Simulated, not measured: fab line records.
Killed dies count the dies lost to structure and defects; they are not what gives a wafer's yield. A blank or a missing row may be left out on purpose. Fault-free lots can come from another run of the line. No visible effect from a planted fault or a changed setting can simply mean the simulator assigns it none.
Comparing a struck lot with a sound one :: flow nand harc :: 14 out of 1302 route steps
Sound: these wafers, L953.1, L953.3, L953.6. The struck wafers were L956.2, L956.3. The cause comes at the end.
Per side, at each step with rows, come the tool, then ch with its chambers, and then its first start. Under that, the readings that differ: sound wafers :: struck wafers :: difference of the means :: sigmas: that difference in standard deviations of wafers without a fault.
alike: same words and numbers on both sides, and readings whose means sit less than 2 such deviations apart. not compared: any withheld reading, any reading some wafer has no value for, any bound like >300 that may hide the same value, and any number with overlapping values for which the record gives no deviation.
Wherever a step has rows on one side only, a row that says differs or no value, or a row with sigmas, the two part there. Numbers that don't overlap but have no deviation are shown without sigmas and don't part them. Lack of a reading on every wafer of one side parts them only where that side has two or more wafers.

NHARC_A_DECK1_JOINT_ETCHBACK_07: etches the open film in HBr, target depth 105 nm, time 26.9 s.
  sound on rie si-03 ch 0,1, day 15 21:11; struck on rie si-06 ch 1,2, day 17 04:24
reading: drypump motor current A (A)
sound: 4.7 5.3 5.3
struck: 5.9 6.7
difference: +1.2
sigmas: +3
  alike: oes product au, run length s, throttle valve pct
  not compared: rf hours counter h
then, 8 steps without rows for these wafers: NHARC_A_DECK1_JOINT_ETCH_25 (etches SiO2 in dHF, target depth 0.5 nm); NHARC_A_DECK1_JOINT_ETCH_19 (etches poly-Si in TMAH, target depth 3 nm); NHARC_A_DECK1_JOINT_ETCH_18 (etches SiO2 in dHF, target depth 3 nm); NHARC_A_DECK1_JOINT_WET_08 (chemistry H3PO4, time 86 s); NHARC_A_DECK1_JOINT_ETCH_09 (etches SiO2 in dHF, target depth 5 nm); NHARC_A_DECK1_JOINT_WET_10 (chemistry H3PO4, time 86 s); NHARC_A_DECK1_JOINT_ETCH_11 (etches SiO2 in dHF, target depth 35 nm); NHARC_A_DECK1_JOINT_CVD_12 (deposits poly-Si, target thk 90 nm, time 1800 s).
NHARC_A_DECK1_JOINT_CMP_13: polishes, target thk 51.023 nm.
  sound on cmp-02 ch 0,1, day 16 07:17; struck on cmp-03 ch 0,2, day 17 14:40
  alike: motor current A, time to endpoint s
NHARC_A_DECK1_JOINT_THK_MEAS_14: measures by ellipsometry.
  sound on film metro-02 at day 16 07:32; struck on film metro-01 at day 17 14:55
  alike: thk nm
then, 1 step without rows for these wafers: NHARC_A_DECK1_JOINT_SRD_04.
NHARC_A_DECK1_JOINT_ETCHBACK_00: etches the open film in HBr, target depth 30 nm, time 17.4 s.
  sound on rie si-05 ch 1,3, day 16 07:40; struck on rie si-05 ch 0,1, day 17 15:02
reading: run length s (s)
sound: 38.1 38.9 38.0
struck: 36.3 36.6
difference: -1.9
sigmas: -4
  alike: drypump motor current A, oes product au, throttle valve pct
  not compared: rf hours counter h
then, 1 step without rows for these wafers: NHARC_A_DECK1_JOINT_PRECLEAN_30 (cleans in SC1).

== WHERE THEY PART ==
Earliest at NHARC_A_DECK1_JOINT_ETCHBACK_07; latest, in this record, at NHARC_A_DECK1_JOINT_ETCHBACK_00.

WHY: what had been put in by the simulator
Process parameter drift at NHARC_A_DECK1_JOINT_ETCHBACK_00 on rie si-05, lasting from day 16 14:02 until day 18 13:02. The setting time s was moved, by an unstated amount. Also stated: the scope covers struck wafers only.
